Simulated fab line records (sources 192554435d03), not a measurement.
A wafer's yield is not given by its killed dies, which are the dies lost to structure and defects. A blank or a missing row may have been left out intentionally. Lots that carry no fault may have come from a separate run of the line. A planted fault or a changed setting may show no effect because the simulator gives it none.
Split-lot trial ; flow n5 finfet ; route with 1938 steps; 7 lots, 21 wafers read

== THE SPLIT ==
At N5_BEOL_M5_COAT_66 (time 60 s, resist thk 12 nm), the setting spin rpm was moved away from the recipe's 1500 rpm on 7 of the 21 wafers read, by -11.0% to +7.7%. The other wafers ran this setting at the recipe's value.

Reading taken at the split's own step.

== THE READING ==
SiARC_of_BEOL_M5_COAT_66.thk nm (the simulator's own value, which no gauge read), in nm, at N5_BEOL_M5_COAT_66 (time 60 s, resist thk 12 nm). The file does not state a usual value for it.

wafer;tool, chamber at the split;spin rpm as run, rpm;against the recipe;SiARC_of_BEOL_M5_COAT_66.thk nm, nm;against lot-mates on the recipe
L074.4;litho track-01, 0;1500;recipe;12;-
L074.5;litho track-01, 0;1500;recipe;12;-
L074.6;litho track-01, 0;1500;recipe;12;-
L075.3;litho track-05, 0;1365;-9.0%;12.6;+0.6
L075.6;litho track-05, 0;1365;-9.0%;12.6;+0.6
L075.5;litho track-05, 0;1500;recipe;12;-
L082.2;litho track-01, 0;1500;recipe;12;-
L082.3;litho track-01, 0;1500;recipe;12;-
L082.5;litho track-01, 0;1500;recipe;12;-
L083.1;litho track-04, 0;1453;-3.1%;12.2;no lot-mate on the recipe
L083.2;litho track-04, 0;1453;-3.1%;12.2;no lot-mate on the recipe
L083.5;litho track-04, 0;1453;-3.1%;12.2;no lot-mate on the recipe
L084.1;litho track-01, 0;1500;recipe;12;-
L084.3;litho track-01, 0;1500;recipe;12;-
L084.4;litho track-01, 0;1335;-11.0%;12.8;+0.8
L085.3;litho track-01, 0;1500;recipe;12;-
L085.4;litho track-01, 0;1500;recipe;12;-
L085.6;litho track-01, 0;1500;recipe;12;-
L092.2;litho track-04, 0;1615;+7.7%;11.6;-0.4
L092.3;litho track-04, 0;1500;recipe;12;-
L092.5;litho track-04, 0;1500;recipe;12;-

THE FIT
A straight line over all 21 wafers: SiARC_of_BEOL_M5_COAT_66.thk nm changes by -0.0654 nm for each +1% of spin rpm; r = -0.99; the points scatter about the line by 0.028 nm.
The same after taking each lot's own level away (the mean of its wafers on the recipe; 18 wafers): -0.0656 nm for each +1%; r = -0.99; scatter 0.03 nm.
The reading moves by 0.72 nm for the largest change in spin rpm, on that fit.
The lots' own levels span 12.00 to 12.00 nm.
Consequently the slope shifts little with the lot-to-lot level, the two slopes agreeing.
Check: with one of the wafers moved furthest among these (-11.0%) left out of the fit, the line predicts +0.695 nm for it against its lot-mates. Against them it came out at +0.8 nm.

== ADDITIONAL SPLITS CARRIED BY THESE WAFERS ==
Before the reading, these wafers also passed through other splits. Each is held against what the fit with the lots' levels taken away leaves over:
other split on the same wafers;wafers away from the commonest value;r with SiARC_of_BEOL_M5_COAT_66.thk nm (lot level and that fit taken away)
N5_BEOL_M4_COAT_62 spin rpm;7;-0.01
N5_BEOL_M4_EXPOSE_08 dose mj;8;-0.05
N5_BEOL_M4_COAT_22 spin rpm;6;-0.07
N5_BEOL_M4_EXPOSE_25 dose mj;12;+0.13

== THE FILE'S OWN FIT ==
SiARC_of_BEOL_M5_COAT_66.thk nm changes by -0.0662 nm for each +1% of spin rpm, r = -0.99.
